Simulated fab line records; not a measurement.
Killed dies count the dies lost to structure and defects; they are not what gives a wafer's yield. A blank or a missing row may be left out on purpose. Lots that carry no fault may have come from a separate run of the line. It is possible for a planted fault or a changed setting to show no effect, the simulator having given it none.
Chamber matching || flow nand-harc || pecvd-01 running NHARC_P_CONTACT_DEP_30: 3 sister chambers
The step deposits SiNx, target thk 30 nm. 3 wafers are shown with their chamber, then 7 later ones without.

## WAFERS WITH THEIR CHAMBER
{"wafer": "L088.1", "chamber": 1, "heater-power-w (W)": 527}
{"wafer": "L090.1", "chamber": 2, "heater-power-w (W)": 885}
{"wafer": "L090.2", "chamber": 0, "heater-power-w (W)": 669}

## WAFERS WITH NO CHAMBER GIVEN
{"wafer": "L090.4", "heater-power-w (W)": 839}
{"wafer": "L092.1", "heater-power-w (W)": 611}
{"wafer": "L092.5", "heater-power-w (W)": 857}
{"wafer": "L092.6", "heater-power-w (W)": 752}
{"wafer": "L097.1", "heater-power-w (W)": 831}
{"wafer": "L097.3", "heater-power-w (W)": 768}
{"wafer": "L097.6", "heater-power-w (W)": 584}

## THE CHAMBER EACH PASSED THROUGH
{"wafer": "L090.4", "from the rows above": "can't be placed: 2 or 0", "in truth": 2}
{"wafer": "L092.1", "from the rows above": "can't be placed: 0 or 1", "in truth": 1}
{"wafer": "L092.5", "from the rows above": 2, "in truth": 2}
{"wafer": "L092.6", "from the rows above": "can't be placed: 0 or 2", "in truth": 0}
{"wafer": "L097.1", "from the rows above": "can't be placed: 2 or 0", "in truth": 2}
{"wafer": "L097.3", "from the rows above": "can't be placed: 0 or 2", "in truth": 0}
{"wafer": "L097.6", "from the rows above": "can't be placed: 1 or 0", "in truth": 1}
Correct placement for 1 of the 7. Can't be placed from these rows: 6 (the true chamber is among the candidates in 6). Placed wrongly: 0.
How it was worked out, from the rows above alone: a wafer's distance from a chamber is the root of the sum, over the readings, of the square of ((its reading less the chamber's mean) divided by the reading's scatter). The wafer belongs to the nearest chamber; if the next one is less than 2 further off, it can't be placed. Each chamber's mean is taken over the wafers shown for it. The scatter (one wafer shown for each chamber): square how far every hidden wafer sits from the nearest shown wafer, average those squares and take the square root.
